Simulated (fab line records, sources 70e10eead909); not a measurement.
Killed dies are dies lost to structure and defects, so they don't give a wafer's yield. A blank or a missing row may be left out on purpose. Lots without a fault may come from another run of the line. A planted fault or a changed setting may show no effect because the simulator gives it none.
One fault seen from 2 desks | flow nand_harc | each desk has only its own numbers; what lay behind them comes last

THE METROLOGY DESK
What the gauges read, lot by lot, whatever tool the lot ran on: means of the sampled wafers that have a number. A lot is out of limits, marked OUT, if its mean lies more than 4 standard deviations from the usual mean; the brackets give that distance.
Columns: A = thk_nm at NHARC_THIN_TSV_THK_MEAS_02, usual 3006 nm; B = cd_nm at NHARC_THIN_TSV_CD_MEAS_12, usual 999.4 nm; C = cd_nm at NHARC_THIN_TSV_CD_MEAS_16, usual 999.4 nm
lot  | first seen here | A    | B      | C
L960 | day 23 12:54    | 3035 | 996.5  | 997.2
L962 | day 24 03:44    | 3301 | 999.2  | 999.0
L964 | day 24 16:53    | 3091 | 1000.2 | 999.7
L965 | day 25 01:55    | 2811 | 1001.0 | 1000.4
L968 | day 27 05:22    | 2782 | 996.8  | 996.8
L970 | day 27 17:54    | 2976 | 997.5  | 997.5
L971 | day 27 19:07    | 2919 | 1001.0 | 1001.3
L976 | day 29 20:10    | 3026 | 1000.5 | 1001.0
L978 | day 30 18:35    | 2970 | 1001.3 | 1000.9
L979 | day 32 02:40    | 3030 | 997.1  | 996.5
L980 | day 32 03:53    | 3099 | 997.7  | 997.2
L982 | day 32 19:48    | 3063 | 1001.3 | 1002.0
L983 | day 34 06:09    | 3206 | 1001.6 | 1002.2
This desk's finding: nothing out of limits on any of the 13 lots.

THE TOOL OWNER'S DESK: pecvd-02
The tool's own readings at NHARC_P_M0_DEP_00 (deposits SiOC, target thk 150 nm): means of the sampled wafers that have a number, for each lot that ran on this tool. A lot is out of limits, marked OUT, if its mean lies more than 4 standard deviations from the usual mean; the brackets give that distance.
Columns: A = showerhead_vpp_V at NHARC_P_M0_DEP_00, usual 1504 V
lot  | first seen here | A
L962 | day 6 21:35     | 1452
L965 | day 8 00:03     | 1452
L968 | day 9 08:24     | 1459
L970 | day 10 10:00    | 1466
L979 | day 14 04:20    | 1471
L980 | day 14 08:21    | 1473
L982 | day 15 05:00    | 1462
This desk's finding: nothing out of limits on any of the 7 lots.

PUT TOGETHER
The metrology desk saw nothing out of limits.
The tool owner's desk saw nothing out of limits.

WHAT THE SIMULATOR HAD PUT IN
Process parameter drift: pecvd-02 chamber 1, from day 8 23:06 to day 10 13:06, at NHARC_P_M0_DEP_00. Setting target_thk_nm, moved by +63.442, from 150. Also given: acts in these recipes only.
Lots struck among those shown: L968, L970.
